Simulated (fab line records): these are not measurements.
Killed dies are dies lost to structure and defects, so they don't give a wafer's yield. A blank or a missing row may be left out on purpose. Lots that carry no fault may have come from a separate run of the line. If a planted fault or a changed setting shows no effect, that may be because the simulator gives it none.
fab line records	flow n5Finfet
record lots=9	wafers=27	lastDay=18
route steps=1938 shown FIN_SAQP@124 BEOL_M4@1111 PASSIVATION@1936
lots untouched by any fault: they come from a run of this same line in which no faults occurred
startH: the number of hours between the record's first day and the start of the first shown wafer of the lot	waitH: hours from the lot's prior step to this one	" repeats the value in the row above	L1.1+2: one row covering several wafers at once	- no value present, or no start provided	* or withheld: withheld	< > ~ a bound
route shown NAME@n: NAME is a module with steps in the file, n the number in the route of the first one	usual: mean and standard deviation over wafers with no fault	same: alike in all rows	chamber/n: place in a boat	sites: each site's reading	_std_site: how widely they spread, as a standard deviation	_edge_site: inner sites' mean taken away from outer sites' mean	radiusMm: how far each site lies from the wafer's centre	mask NAME#n: copy n	behind: the most recent tool/chamber to have shaped the wafer	hold: why the lot went on hold/how many hours it stayed there/how the hold came to an end	device: whichever transistor did not switch (one of n, p or np)	end of line: the tests these same wafers got at the end of their route	step lacking rows: just its recipe	killed: at the first sort, the dies lost to defects and structure; wafer yield is something else	map: a wafer's dies, marking killed ones x, the rest . and places with no die _
set.NAME: the setting the step ran with; set.NAME@STEP: the setting that earlier step ran with	model.NAME: the simulator's own value behind a step, which no gauge read
steps of the route over a sample of lots; a table a step, a row a wafer
services: when a tool's chamber went out of use (startH, in hours from the record's first day, below 0 if earlier), for how many hours, and the reason
## steps
# step N5_FIN_SAQP_RECESS_75
# recipe chemistry=HF/NH3	target=SiO2	targetDepthA=144	afsCycles=3	tempC=30	sublimationTempC=180	sublimationTimeS=60
# usual drypumpMotorCurrentA=5.7/0.46
# same sublimationTimeS=60
lot.wafer	tool	chamber	startH	waitH	drypumpMotorCurrentA
L492.2	vaporEtch-01	1	22.77	0.1	5.0
L492.5	"	0	"	"	5.6
L492.6	"	1	"	"	5.1
L493.2	vaporEtch-01	0	28.22	0.0	5.6
L493.3	"	0	"	"	5.6
L493.5	"	1	"	"	5.0
L496.1	vaporEtch-01	1	46.57	0.2	5.0
L496.4	"	0	"	"	5.6
L496.6	"	1	"	"	5.0
L497.2	vaporEtch-02	0	52.63	0.0	6.3
L497.3	"	1	"	"	6.0
L497.4	"	0	"	"	6.2
L498.1	vaporEtch-01	1	60.06	0.0	5.0
L498.3	"	0	"	"	5.6
L498.4	"	1	"	"	5.0
L499.2	vaporEtch-02	0	65.49	0.0	6.2
L499.5	"	0	"	"	6.2
L499.6	"	1	"	"	6.0
L510.4	vaporEtch-02	0	131.58	0.1	6.2
L510.5	"	1	"	"	6.0
L510.6	"	0	"	"	6.3
L512.2	vaporEtch-01	1	143.07	0.0	5.0
L512.4	"	0	"	"	5.6
L512.6	"	1	"	"	5.0
L513.1	vaporEtch-01	1	148.31	0.0	5.0
L513.4	"	1	"	"	5.0
L513.5	"	1	"	"	5.0
# step N5_FIN_SAQP_SPACER1_ALD_24
# recipe material=SiO2	targetThkA=203	tempC=300	aldPrecursorFamily=BDEAS	aldCoReactant=O2-plasma	pulseTimeS=1	purgeTimeS=2	coReactantPurgeTimeS=2	aldCycles=218	pressureTorr=2
# usual heaterPowerW=474/45	precursorPulseHeightRel=1.001/0.02	susceptorTempC=300.00/0.2
lot.wafer	tool	chamber	startH	waitH	heaterPowerW	precursorPulseHeightRel	susceptorTempC
L492.2	aldSin-04	3	23.16	0.3	567	0.999	300.12
L492.5	"	1	"	"	488	1.005	299.64
L492.6	"	0	"	"	423	1.012	300.08
L493.2	aldSin-02	3	28.72	0.4	474	1.014	300.08
L493.3	"	1	"	"	432	1.007	300.06
L493.5	"	1	"	"	424	1.015	299.80
L496.1	aldSin-03	0	46.96	0.3	471	1.010	300.19
L496.4	"	1	"	"	510	0.999	299.87
L496.6	"	1	"	"	513	0.995	300.10
L497.2	aldSin-04	3	53.83	1.1	561	1.009	299.97
L497.3	"	0	"	"	423	1.006	299.99
L497.4	"	1	"	"	504	0.973	300.28
L498.1	aldSin-03	3	62.45	2.3	457	1.030	300.06
L498.3	"	0	"	"	459	0.999	299.54
L498.4	"	2	"	"	444	1.005	300.29
L499.2	aldSin-03	2	66.10	0.5	456	1.034	300.20
L499.5	"	3	"	"	460	0.963	300.02
L499.6	"	2	"	"	457	1.036	300.10
L510.4	aldSin-02	1	131.85	0.1	445	0.999	299.76
L510.5	"	3	"	"	464	0.995	300.18
L510.6	"	0	"	"	418	1.045	299.90
L512.2	aldSin-03	0	144.09	0.9	467	1.009	299.91
L512.4	"	1	"	"	512	1.008	300.28
L512.6	"	0	"	"	480	0.986	300.28
L513.1	aldSin-03	1	148.69	0.3	498	0.985	299.97
L513.4	"	2	"	"	453	0.985	300.00
L513.5	"	0	"	"	455	0.998	299.78
# step N5_FIN_SAQP_SPACER2_ALD_28
# recipe material=SiO2	targetThkA=81	tempC=300	aldPrecursorFamily=BDEAS	aldCoReactant=O2-plasma	pulseTimeS=1	purgeTimeS=2	coReactantPurgeTimeS=2	pressureTorr=2
# usual heaterPowerW=469/39	precursorPulseHeightRel=1.001/0.02	susceptorTempC=299.99/0.17
lot.wafer	tool	chamber	startH	waitH	heaterPowerW	precursorPulseHeightRel	susceptorTempC
L492.2	aldSin-02	0	25.75	0.8	409	1.034	299.93
L492.5	"	2	"	"	446	0.970	299.92
L492.6	"	1	"	"	425	0.983	300.01
L493.2	aldSin-03	0	30.66	0.1	469	1.024	299.79
L493.3	"	2	"	"	460	0.999	299.71
L493.5	"	3	"	"	461	1.001	299.86
L496.1	aldSin-03	0	48.90	0.1	475	1.011	299.94
L496.4	"	2	"	"	448	0.998	300.26
L496.6	"	3	"	"	448	1.026	299.93
L497.2	aldSin-03	1	57.66	1.9	456	0.996	285.64
L497.3	"	2	"	"	410	1.012	285.67
L497.4	"	0	"	"	430	0.997	285.69
L498.1	aldSin-03	3	65.79	1.5	415	1.007	285.88
L498.3	"	0	"	"	433	0.998	285.63
L498.4	"	1	"	"	449	1.014	285.40
L499.2	aldSin-04	3	68.15	0.1	573	1.004	300.10
L499.5	"	2	"	"	511	1.034	299.71
L499.6	"	1	"	"	503	0.981	299.99
L510.4	aldSin-04	1	133.99	0.2	499	0.975	300.02
L510.5	"	0	"	"	429	0.969	300.16
L510.6	"	2	"	"	516	0.982	299.85
L512.2	aldSin-04	1	146.15	0.1	504	1.022	300.00
L512.4	"	2	"	"	520	0.992	300.06
L512.6	"	0	"	"	435	1.040	300.03
L513.1	aldSin-03	3	150.94	0.1	481	1.009	299.65
L513.4	"	0	"	"	472	1.007	299.85
L513.5	"	1	"	"	511	1.025	300.04
# step N5_FIN_SAQP_FIN_ETCH_36
# recipe chemistry=HBr/Cl2/O2	targetDepthA=1200	maskMaterial=SiNx	timeS=50.4	biasW=102	pressureMtorr=10	icpW=800	HBr_flow_sccm=150	Cl2_flow_sccm=80	O2_flow_sccm=12
# usual biasW=102.0/0.31	chamberPressureMTorr=10.000/0.011	drypumpMotorCurrentA=5.5/0.37	oesProductAu=1.007/0.018	rfFwdPowerW=796.2/2.7	throttleValvePct=36.0/0.35
# same timeS=50.4
lot.wafer	tool	chamber	startH	waitH	biasW	chamberPressureMTorr	drypumpMotorCurrentA	oesProductAu	rfFwdPowerW	rfHoursCounterH	throttleValvePct
L492.2	rieSi-01	1	26.62	0.0	102.6	10.015	5.2	0.971	794.7	159	35.5
L492.5	"	1	"	"	102.4	9.997	5.2	0.978	794.8	-	35.5
L492.6	"	0	"	"	101.9	9.997	6.1	1.000	792.5	-	35.8
L493.2	rieSi-06	0	31.64	0.0	102.3	9.995	5.2	1.012	801.6	99	36.2
L493.3	"	2	"	"	102.6	10.016	5.8	1.013	795.6	24	36.0
L493.5	"	3	"	"	101.9	9.998	6.2	1.024	796.8	-	36.3
L496.1	rieSi-01	3	49.75	0.0	101.8	9.998	5.3	1.013	796.2	144	36.2
L496.4	"	2	"	"	101.6	10.002	5.3	1.019	796.6	2	35.8
L496.6	"	1	"	"	101.5	10.003	5.2	0.977	798.5	-	35.5
L497.2	rieSi-06	2	58.62	0.0	101.7	9.988	5.7	1.018	795.1	24	36.0
L497.3	"	3	"	"	102.0	10.011	6.1	1.031	795.6	107	36.3
L497.4	"	1	"	"	101.9	10.006	5.2	0.980	789.1	12	35.3
L498.1	rieSi-03	2	66.65	0.0	102.0	9.996	5.9	0.998	792.0	75	36.0
L498.3	"	3	"	"	102.3	10.006	5.1	1.020	797.9	175	36.3
L498.4	"	0	"	"	102.3	9.989	5.4	0.982	796.7	189	36.0
L499.2	rieSi-06	1	69.08	0.0	101.8	9.994	5.2	0.985	789.1	12	35.3
L499.5	"	0	"	"	102.4	9.999	5.1	1.006	799.7	-	36.2
L499.6	"	3	"	"	101.8	10.006	6.2	1.025	799.2	-	36.3
L510.4	rieSi-03	0	134.99	0.0	101.7	10.000	5.4	1.005	796.6	190	36.0
L510.5	"	0	"	"	101.7	10.012	5.4	1.005	798.8	-	36.0
L510.6	"	3	"	"	101.8	10.009	5.1	1.026	796.7	-	36.3
L512.2	rieSi-06	1	147.11	0.0	101.6	9.991	5.2	0.983	792.9	13	35.3
L512.4	"	2	"	"	102.3	9.999	5.7	1.015	794.4	26	36.0
L512.6	"	1	"	"	102.3	9.989	5.2	0.990	792.6	-	35.3
L513.1	rieSi-03	0	151.79	0.0	101.9	9.984	5.4	1.001	794.6	191	36.0
L513.4	"	3	"	"	101.6	9.994	5.1	1.018	797.3	177	36.3
L513.5	"	2	"	"	102.0	10.000	5.9	0.981	791.3	-	36.0
# step N5_BEOL_M4_RC_MEAS_101
# usual DIBL_N=36.3/1.8	DIBL_P=36.5/2.1	IOFF_N=0.16/0.031	IOFF_N_85C=3.2/0.51	IOFF_N_LIN=0.075/0.012	IOFF_P=0.22/0.038	ION_N=677/12	ION_P=466/7.8	SS_N=71.5/0.61	SS_P=73.2/0.7	VT_N=249/3	VT_P=-248.9/3
lot.wafer	tool	chamber	startH	waitH	DIBL_N[mV/V]	DIBL_P[mV/V]	IOFF_N[nA/um]	IOFF_N_85C[nA/um]	IOFF_N_LIN[nA/um]	IOFF_P[nA/um]	ION_N[uA/um]	ION_P[uA/um]	SS_N[mV/dec]	SS_P[mV/dec]	VT_N[mV]	VT_P[mV]
L493.2	prober-02	0	185.80	0.2	32.9	32.6	0.10	2.2	0.053	0.14	663	462	70.6	72.1	254	-253.9
L493.3	"	0	"	"	38.3	39.2	0.17	3.4	0.078	0.22	668	453	72.1	73.9	249	-248.2
L493.5	"	0	"	"	37.4	38.4	0.18	3.5	0.082	0.21	686	469	71.9	72.8	249	-249.4
L492.2	prober-02	0	187.03	1.1	34.6	35.1	0.14	2.8	0.067	0.22	676	472	71.2	73.5	251	-245.7
L492.5	"	0	"	"	36.4	37.0	0.17	3.3	0.077	0.24	682	474	70.5	73.3	246	-246.0
L492.6	"	0	"	"	34.8	34.2	0.13	2.7	0.062	0.21	662	464	71.4	72.3	252	-249.5
L496.1	prober-02	0	207.06	0.0	38.6	37.6	0.19	3.6	0.087	0.25	681	468	71.4	74.4	248	-248.4
L496.4	"	0	"	"	36.0	36.0	0.16	3.1	0.076	0.23	691	473	71.2	73.8	247	-246.6
L496.6	"	0	"	"	37.0	36.9	0.17	3.4	0.080	0.23	694	472	70.9	73.6	248	-249.9
L499.2	prober-02	0	217.02	0.2	35.5	37.0	0.17	3.4	0.083	0.27	689	478	71.1	73.5	246	-243.1
L499.5	"	0	"	"	34.6	35.8	0.15	3.0	0.076	0.24	687	480	71.0	72.2	249	-246.4
L499.6	"	0	"	"	39.3	42.0	0.28	5.1	0.125	0.38	708	488	72.2	73.6	238	-240.6
L498.1	prober-01	0	229.69	0.0	37.8	38.0	0.20	3.9	0.095	0.25	699	479	72.3	73.2	242	-246.0
L498.3	"	0	"	"	42.4	43.3	0.32	5.6	0.132	0.35	693	470	72.6	75.1	241	-241.5
L498.4	"	0	"	"	43.1	44.7	0.35	6.2	0.145	0.40	723	484	72.3	75.3	236	-242.0
L497.2	prober-01	0	231.71	0.2	40.7	42.4	0.29	5.2	0.123	0.32	717	480	72.7	75.1	239	-245.8
L497.3	"	0	"	"	41.6	42.9	0.31	5.4	0.132	0.34	726	478	72.1	74.9	239	-246.0
L497.4	"	0	"	"	40.3	41.0	0.25	4.4	0.103	0.29	699	467	72.0	75.0	243	-248.3
L510.4	prober-02	0	281.58	0.5	34.9	35.1	0.15	3.0	0.072	0.21	681	469	71.1	72.8	247	-249.8
L510.5	"	0	"	"	37.3	38.4	0.20	3.7	0.086	0.25	686	470	71.6	73.8	247	-248.2
L510.6	"	0	"	"	34.2	34.0	0.14	2.7	0.064	0.18	664	462	71.3	72.1	251	-254.4
L512.2	prober-02	0	300.58	0.2	33.1	33.0	0.12	2.5	0.059	0.19	661	466	70.7	71.9	255	-247.7
L512.4	"	0	"	"	34.5	34.4	0.14	2.8	0.068	0.21	685	470	70.8	73.4	251	-247.6
L512.6	"	0	"	"	35.5	35.7	0.16	3.1	0.073	0.23	669	469	70.9	72.7	248	-248.0
L513.1	prober-02	0	307.68	0.0	32.2	32.2	0.10	2.1	0.050	0.15	641	449	70.8	72.1	256	-254.0
L513.4	"	0	"	"	32.5	32.5	0.11	2.2	0.053	0.15	671	462	70.4	72.4	255	-252.8
L513.5	"	0	"	"	33.8	33.8	0.12	2.4	0.056	0.17	650	453	70.7	72.5	253	-252.0
# step N5_PASSIVATION_PROBE_49
# usual defectLimitedYield=91.2/1.5	killed_at_M0_to_M3=33/9.6	killed_at_M4_up=14/5.6	killedAtContacts=14/5.5	killedAtFrontEnd=40/13	killedAtOther=4/3	killedDies=104/17	killedOpen=68/13	killedShort=33/7.2	sort_bin_4_leakage=0.00/0.014	sort_bin_5_function=5.2/0.95	sort_bin_6_memory=3.3/0.62	sort_bin_8_speed=0.00/0.012	sortNPass=1076/17	sortYieldPct=91.2/1.5
# same grossDies=1180	killedAtBackSide=0
lot.wafer	tool	chamber	startH	waitH	defectLimitedYield[%]	killed_at_M0_to_M3	killed_at_M4_up	killedAtContacts	killedAtFrontEnd	killedAtOther	killedDies	killedOpen	killedShort	sort_bin_4_leakage[%]	sort_bin_5_function[%]	sort_bin_6_memory[%]	sort_bin_8_speed[%]	sortNPass	sortYieldPct[%]
L498.1	prober-02	-	337.04	0.0	92.2	37	9	10	31	5	92	55	36	0	4.2	3.3	0	1088	92.2
L498.3	prober-02	-	337.14	0.1	90.8	25	14	23	40	7	109	66	36	0.93	5.3	3.2	0	1060	89.8
L498.4	prober-02	-	337.19	0.2	91.4	37	15	10	32	8	102	58	43	4.41	4.6	3.5	0	1026	86.9
L497.2	prober-01	-	337.64	0.1	92.2	18	16	24	32	2	92	66	25	0.51	4.9	2.7	0	1082	91.7
L497.3	prober-01	-	337.69	0.1	90.4	29	17	24	36	7	113	72	38	1.10	5.3	3.6	0	1054	89.3
L497.4	prober-01	-	337.74	0.2	89.3	33	11	25	44	13	126	82	42	0	6.2	4.1	0	1054	89.3
# killed by level:class
L498.1 BEOL_M0_SAQP:geometricParticle:open=11 BEOL_M1:geometricParticle:open=8 BEOL_M2:geometricParticle:open=7 STARTING-WAFER:geometricParticle:short=7 FIN_SAQP:geometricParticle:short=6 MOL_CONTACT_COAG:geometricParticle:open=6 FIN_SAQP:geometricParticle:open=5 BEOL_M0_SAQP:geometricParticle:short=5
L498.3 MOL_CONTACT_COAG:geometricParticle:open=18 STI_FIN_REVEAL:geometricParticle:open=11 GATE_CUT:geometricParticle:short=9 BEOL_M4:geometricParticle:open=8 BEOL_M1:geometricParticle:open=7 BEOL_M0_SAQP:geometricParticle:short=5 BEOL_M2:geometricParticle:open=5 FIN_SAQP:geometricParticle:short=4
L498.4 BEOL_M2:geometricParticle:open=8 MOL_CONTACT_COAG:geometricParticle:open=8 BEOL_M4:geometricParticle:open=7 FIN_SAQP:geometricParticle:open=6 FIN_SAQP:geometricParticle:short=6 BEOL_M0_SAQP:geometricParticle:open=6 BEOL_M0_SAQP:geometricParticle:short=6 BEOL_M3:geometricParticle:short=6
L497.2 MOL_CONTACT_COAG:geometricParticle:open=19 STI_FIN_REVEAL:geometricParticle:open=13 FIN_SAQP:geometricParticle:open=7 BEOL_M4:geometricParticle:open=7 MOL_CONTACT_COAG:geometricParticle:short=5 BEOL_M5:geometricParticle:open=5 GATE_CUT:geometricParticle:short=3 BEOL_M0_SAQP:geometricParticle:short=3
L497.3 MOL_CONTACT_COAG:geometricParticle:open=19 FIN_SAQP:geometricParticle:open=9 FIN_SAQP:geometricParticle:short=7 BEOL_M0_SAQP:geometricParticle:short=6 BEOL_M3:geometricParticle:open=6 DUMMY_GATE:geometricParticle:open=5 MOL_CONTACT_COAG:geometricParticle:short=5 BEOL_M0_SAQP:geometricParticle:open=5
L497.4 MOL_CONTACT_COAG:geometricParticle:open=20 STI_FIN_REVEAL:geometricParticle:open=16 BEOL_M0_SAQP:geometricParticle:open=10 FIN_SAQP:geometricParticle:open=5 FIN_SAQP:geometricParticle:short=5 MOL_CONTACT_COAG:geometricParticle:short=5 BEOL_M1:geometricParticle:short=5 BEOL_M3:geometricParticle:open=5
## services
tool	chamber	startH	hours	kind
aldSin-02	3	-0.27	3.7	repair
aldSin-04	0	7.93	-	clean
aldSin-04	1	7.93	-	clean
aldSin-04	2	7.93	-	clean
aldSin-04	3	7.93	-	clean
aldSin-04	-	24.39	6.0	pm
aldSin-04	1	31.27	4.2	repair
vaporEtch-01	-	41.08	0.1	repair
rieSi-03	2	46.14	3.0	repair
aldSin-02	-	50.91	14.6	pm
rieSi-01	1	76.86	3.3	repair
aldSin-02	-	85.25	14.0	pm
aldSin-02	0	85.25	14.0	ventCycle
aldSin-02	1	85.25	14.0	ventCycle
aldSin-02	2	85.25	14.0	ventCycle
aldSin-02	3	85.25	14.0	ventCycle
rieSi-06	3	87.87	1.8	repair
rieSi-01	2	88.09	2.4	repair
rieSi-01	3	90.97	18.9	repair
aldSin-02	0	99.25	-	clean
aldSin-02	1	99.25	-	clean
aldSin-02	2	99.25	-	clean
aldSin-02	3	99.25	-	clean
aldSin-02	-	122.50	0.9	repair
## key
firstSign step=N5_FIN_SAQP_SPACER2_ALD_28	reading=susceptorTempC	direction=down	sigmas=83	usual=*	struck=*
effect step=N5_BEOL_M4_RC_MEAS_101	reading=IOFF_N	direction=up	sigmas=4	usual=0.16	struck=0.29
effect step=N5_BEOL_M4_RC_MEAS_101	reading=IOFF_N_LIN	direction=up	sigmas=3.9	usual=0.075	struck=0.122
effect step=N5_BEOL_M4_RC_MEAS_101	reading=IOFF_N_85C	direction=up	sigmas=3.9	usual=3.2	struck=5.1
effect step=N5_BEOL_M4_RC_MEAS_101	reading=VT_N	direction=down	sigmas=3.1	usual=249	struck=240
effect step=N5_BEOL_M4_RC_MEAS_101	reading=IOFF_P	direction=up	sigmas=2.7	usual=0.22	struck=0.33	wafersMoved=4
effect step=N5_BEOL_M4_RC_MEAS_101	reading=SS_P	direction=up	sigmas=2.2	usual=73.2	struck=74.7
effect step=N5_PASSIVATION_PROBE_49	reading=sort_bin_4_leakage	direction=up	sigmas=14	usual=0.00	struck=1.16	wafersMoved=4
metAt N5_FIN_SAQP_SPACER2_ALD_28
struckLots L497,L498
notActingAt N5_FIN_SAQP_RECESS_75,N5_FIN_SAQP_SPACER1_ALD_24,N5_FIN_SAQP_FIN_ETCH_36
onsetBetween 48.90 57.66
fault kind=processParameterDrift	tool=aldSin-03	chamber=-	onsetH=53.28	steps=N5_FIN_SAQP_SPACER2_ALD_28	channel=tempC	offset=*	shape=step	endH=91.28	actsIn=*	stated=*
